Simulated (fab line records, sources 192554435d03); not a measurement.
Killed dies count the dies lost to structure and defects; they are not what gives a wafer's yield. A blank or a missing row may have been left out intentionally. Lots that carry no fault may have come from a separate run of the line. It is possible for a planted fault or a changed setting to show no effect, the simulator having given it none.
Chamber matching / flow n5-finfet / cmp-04 running N5_GATE_CUT_CMP_61: 4 sister chambers
The step polishes, stops on SiNx, t overpolish 3 s. 4 wafers are shown with their chamber, then 8 later ones without.

== WAFERS, EACH WITH ITS CHAMBER ==
wafer=L088.3; chamber=3; motor-current-A (A)=12.7
wafer=L089.3; chamber=1; motor-current-A (A)=12.3
wafer=L089.5; chamber=2; motor-current-A (A)=12.2
wafer=L091.2; chamber=0; motor-current-A (A)=11.4

== WAFERS MISSING THEIR CHAMBER ==
wafer=L091.5; motor-current-A (A)=11.9
wafer=L091.6; motor-current-A (A)=11.2
wafer=L093.2; motor-current-A (A)=11.5
wafer=L093.4; motor-current-A (A)=10.8
wafer=L093.6; motor-current-A (A)=12.8
wafer=L095.2; motor-current-A (A)=10.9
wafer=L095.5; motor-current-A (A)=12.5
wafer=L095.6; motor-current-A (A)=11.0

== CHAMBER TAKEN BY EACH ==
wafer=L091.5; from the rows above=can't be placed: 2 or 1 or 0 or 3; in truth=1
wafer=L091.6; from the rows above=0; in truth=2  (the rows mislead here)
wafer=L093.2; from the rows above=can't be placed: 0 or 2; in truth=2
wafer=L093.4; from the rows above=0; in truth=0
wafer=L093.6; from the rows above=can't be placed: 3 or 1 or 2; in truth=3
wafer=L095.2; from the rows above=0; in truth=0
wafer=L095.5; from the rows above=can't be placed: 1 or 3 or 2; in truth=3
wafer=L095.6; from the rows above=0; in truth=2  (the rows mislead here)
Correctly placed: 2 of 8. Unplaceable from these rows: 4, with the true chamber sitting among the candidates in 4. Placed wrongly: 2.
How it was worked out, from the rows above alone: a wafer's distance from a chamber is the root of the sum, over the readings, of the square of ((its reading less the chamber's mean) divided by the reading's scatter). The wafer belongs to the nearest chamber; if the next one is less than 2 further off, it can't be placed. The mean given for a chamber averages the wafers shown for that chamber. The scatter (one wafer shown for each chamber): square how far every hidden wafer sits from the nearest shown wafer, average those squares and take the square root.
